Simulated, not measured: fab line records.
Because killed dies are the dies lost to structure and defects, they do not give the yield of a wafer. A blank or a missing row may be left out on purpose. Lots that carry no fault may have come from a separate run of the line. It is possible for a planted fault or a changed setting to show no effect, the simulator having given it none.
Matching of chambers :: flow nand_harc :: NHARC_P_ZERO_WELL_ETCH_65 on rie_diel-02: 4 sister chambers
The step etches the open film in N2/H2, target depth 80 nm, overetch 24 nm, time 87.88 s. 8 wafers are shown with their chamber, then 8 later ones without.

WAFERS PAIRED WITH THEIR CHAMBERS
wafer: L076.5
chamber: 1
drypump_motor_current_A (A): 6.4
rf_vpp_V (V): 430.4

wafer: L076.6
chamber: 2
drypump_motor_current_A (A): 5.9
rf_vpp_V (V): 431.7

wafer: L078.5
chamber: 2
drypump_motor_current_A (A): 5.8
rf_vpp_V (V): 432.5

wafer: L083.1
chamber: 0
drypump_motor_current_A (A): 5.5
rf_vpp_V (V): 430.7

wafer: L084.2
chamber: 3
drypump_motor_current_A (A): 5.9
rf_vpp_V (V): 431.9

wafer: L084.4
chamber: 3
drypump_motor_current_A (A): 5.9
rf_vpp_V (V): 433.9

wafer: L084.5
chamber: 1
drypump_motor_current_A (A): 6.4
rf_vpp_V (V): 430.6

wafer: L093.3
chamber: 0
drypump_motor_current_A (A): 5.4
rf_vpp_V (V): 429.2

WAFERS MISSING THEIR CHAMBER
wafer: L093.4
drypump_motor_current_A (A): 6.4
rf_vpp_V (V): 431.4

wafer: L093.5
drypump_motor_current_A (A): 6.4
rf_vpp_V (V): 431.7

wafer: L093.1
drypump_motor_current_A (A): 5.8
rf_vpp_V (V): 433.1

wafer: L093.2
drypump_motor_current_A (A): 5.9
rf_vpp_V (V): 434.8

wafer: L093.6
drypump_motor_current_A (A): 5.4
rf_vpp_V (V): 428.8

wafer: L096.1
drypump_motor_current_A (A): 6.3
rf_vpp_V (V): 430.8

wafer: L096.3
drypump_motor_current_A (A): 5.8
rf_vpp_V (V): 431.1

wafer: L096.4
drypump_motor_current_A (A): 5.9
rf_vpp_V (V): 435.3

WHICH CHAMBER EACH ONE RAN IN
wafer: L093.4
from the rows above: 1
in truth: 1

wafer: L093.5
from the rows above: 1
in truth: 1

wafer: L093.1
from the rows above: can't be placed: 2 or 3
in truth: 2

wafer: L093.2
from the rows above: can't be placed: 3 or 2
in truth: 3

wafer: L093.6
from the rows above: 0
in truth: 0

wafer: L096.1
from the rows above: 1
in truth: 1

wafer: L096.3
from the rows above: can't be placed: 2 or 3
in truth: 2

wafer: L096.4
from the rows above: can't be placed: 3 or 2
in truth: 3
4 of 8 placed correctly. These rows do not allow placing 4 (true chamber among the candidates in 4). Number placed wrongly: 0.
How it was worked out, from the rows above alone: a wafer's distance from a chamber is the root of the sum, over the readings, of the square of ((its reading less the chamber's mean) divided by the reading's scatter). If the next closest chamber is less than 2 further off than the closest, the wafer can't be placed; otherwise it belongs to the closest. Each chamber's mean is taken over the wafers shown for it. The scatter: take each reading less its chamber's mean, square it, sum over the shown wafers, divide by the number of wafers less the number of chambers, and take the root.
